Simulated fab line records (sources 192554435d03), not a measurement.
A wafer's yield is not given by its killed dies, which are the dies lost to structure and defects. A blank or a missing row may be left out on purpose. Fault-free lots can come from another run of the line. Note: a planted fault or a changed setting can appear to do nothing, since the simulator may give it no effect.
Matching of chambers	flow n5_finfet	N5_BEOL_M4_STRIP_66 on rie_diel-04 has 4 sister chambers
The step strips in CF4. 20 wafers are shown with their chamber, then 10 later ones without.

== WAFERS PAIRED WITH THEIR CHAMBERS ==
wafer	chamber	drypump_motor_current_A (A)	showerhead_plenum_p_Torr (Torr)	throttle_valve_pct (%)
L074.1	3	5.5	1.84	13.38
L074.3	2	5.6	1.78	13.87
L074.5	2	5.5	1.78	13.87
L080.1	3	5.5	1.84	13.40
L080.3	0	6.2	1.83	13.26
L080.5	3	5.5	1.84	13.40
L085.2	2	5.5	1.78	13.90
L085.3	3	5.5	1.83	13.45
L085.4	0	6.2	1.83	13.27
L084.2	0	6.2	1.83	13.30
L084.4	3	5.5	1.83	13.46
L084.5	2	5.5	1.78	13.91
L083.3	2	5.5	1.77	13.94
L083.4	3	5.5	1.83	13.48
L083.5	0	6.2	1.83	13.33
L087.1	0	6.2	1.83	13.33
L087.4	2	5.5	1.77	13.94
L087.6	3	5.5	1.83	13.50
L094.1	3	5.5	1.83	13.49
L094.2	1	6.2	1.75	13.33

SIGNATURES (averages over the wafers above)
reading	chamber 0	chamber 1	chamber 2	chamber 3	scatter within a chamber
drypump_motor_current_A	6.200	6.200	5.517	5.500	0.0228
showerhead_plenum_p_Torr	1.8300	1.7500	1.7767	1.8337	0.00448
throttle_valve_pct	13.2980	13.3300	13.9050	13.4450	0.0388
Rule: for a wafer and a chamber, the distance is found by dividing, reading by reading, the gap between the wafer's reading and the chamber's mean by the reading's scatter, squaring, summing and taking the root. If the next closest chamber is less than 2 further off than the closest, the wafer can't be placed; otherwise it belongs to the closest. The scatter: take each reading less its chamber's mean, square it, sum over the shown wafers, divide by the number of wafers less the number of chambers, and take the root.

== WAFERS WHOSE CHAMBER IS MISSING ==
wafer	drypump_motor_current_A (A)	showerhead_plenum_p_Torr (Torr)	throttle_valve_pct (%)
L094.3	6.2	1.83	13.34
L091.1	5.5	1.83	13.52
L091.3	6.2	1.75	13.33
L091.6	6.2	1.83	13.35
L095.4	6.2	1.82	13.38
L095.5	6.2	1.75	13.37
L095.6	6.2	1.82	13.36
L096.2	5.5	1.83	13.49
L096.3	6.2	1.75	13.36
L096.6	6.2	1.75	13.35

== THE CHAMBER EACH PASSED THROUGH ==
wafer	from the rows above	in truth
L094.3	0	0
L091.1	3	3
L091.3	1	1
L091.6	0	0
L095.4	0	0
L095.5	1	1
L095.6	0	0
L096.2	3	3
L096.3	1	1
L096.6	1	1
Correctly placed: 10 of 10. Number that these rows cannot place: 0. Placed wrongly: 0.
